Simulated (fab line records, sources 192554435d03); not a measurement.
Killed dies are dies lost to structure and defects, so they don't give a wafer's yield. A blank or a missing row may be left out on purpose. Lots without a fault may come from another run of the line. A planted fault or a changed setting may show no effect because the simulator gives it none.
Chamber matching | flow n5_finfet | N5_GATE_CUT_CMP_23 on cmp-04: 4 sister chambers
The step polishes, stops on SiO2, t overpolish 23.4 s, target thk 16 nm. 20 wafers are shown with their chamber, then 10 later ones without.

WAFERS WITH THEIR CHAMBER
wafer  | chamber | motor_current_A (A) | time_to_endpoint_s (s) | edge_zone_pressure_frac
L083.2 | 3       | 11.9                | 21.3                   | 0.999
L083.5 | 3       | 12.0                | 20.1                   | 0.999
L083.6 | 0       | 9.4                 | 21.2                   | 1.001
L084.1 | 3       | 11.6                | 19.3                   | 1.006
L084.3 | 0       | 9.2                 | 18.7                   | 1.007
L084.5 | 2       | 9.8                 | 17.8                   | 1.001
L087.1 | 2       | 9.8                 | 19.3                   | 0.996
L087.2 | 3       | 11.2                | 22.0                   | 0.997
L087.5 | 2       | 10.2                | 21.5                   | 0.993
L088.1 | 3       | 12.5                | 22.2                   | 1.004
L088.4 | 2       | 9.4                 | 18.7                   | 0.995
L088.5 | 2       | 10.0                | 18.8                   | 0.997
L090.1 | 2       | 9.4                 | 16.4                   | 1.000
L090.5 | 2       | 9.6                 | 19.2                   | 0.992
L090.6 | 3       | 11.8                | 21.2                   | 0.995
L091.1 | 0       | 9.3                 | 20.9                   | 1.005
L091.2 | 1       | 8.7                 | 19.4                   | 1.001
L091.4 | 3       | 12.5                | 22.5                   | 0.999
L093.2 | 0       | 9.4                 | 19.9                   | 0.999
L093.4 | 3       | 11.9                | 22.1                   | 1.004

SIGNATURES (means of the wafers above)
reading                 | chamber 0 | chamber 1 | chamber 2 | chamber 3 | scatter within a chamber
motor_current_A         | 9.325     | 8.700     | 9.743     | 11.925    | 0.343
time_to_endpoint_s      | 20.175    | 19.400    | 18.814    | 21.337    | 1.3
edge_zone_pressure_frac | 1.00300   | 1.00100   | 0.99629   | 1.00038   | 0.00363
Rule: a wafer's distance from a chamber is the root of the sum, over the readings, of the square of ((its reading less the chamber's mean) divided by the reading's scatter). The wafer belongs to the nearest chamber; if the next one is less than 2 further off, it can't be placed. The scatter: the root of (the sum of the squares of (reading less its chamber's mean) over the shown wafers, divided by (wafers less chambers)).

WAFERS WITHOUT THEIR CHAMBER
wafer  | motor_current_A (A) | time_to_endpoint_s (s) | edge_zone_pressure_frac
L093.6 | 8.5                 | 19.6                   | 0.993
L095.1 | 9.8                 | 19.3                   | 1.007
L095.3 | 8.8                 | 22.0                   | 0.998
L095.6 | 9.0                 | 20.4                   | 0.991
L097.1 | 12.6                | 24.9                   | 0.997
L097.3 | 9.2                 | 22.1                   | 0.996
L097.6 | 8.6                 | 21.3                   | 0.993
L096.1 | 9.2                 | 24.3                   | 0.999
L096.3 | 11.3                | 22.3                   | 0.993
L096.4 | 9.5                 | 22.3                   | 1.001

WHICH CHAMBER EACH WENT THROUGH
wafer  | from the rows above          | in truth
L093.6 | can't be placed: 1 or 0 or 2 | 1
L095.1 | can't be placed: 0 or 2 or 1 | 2
L095.3 | can't be placed: 1 or 0 or 2 | 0
L095.6 | can't be placed: 2 or 1 or 0 | 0
L097.1 | 3                            | 3
L097.3 | can't be placed: 0 or 1 or 2 | 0
L097.6 | can't be placed: 1 or 0 or 2 | 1
L096.1 | can't be placed: 0 or 1 or 2 | 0
L096.3 | 3                            | 3
L096.4 | can't be placed: 0 or 2 or 1 | 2
Placed correctly: 2 of 10. Can't be placed from these rows: 8 (the true chamber is among the candidates in 8). Placed wrongly: 0.
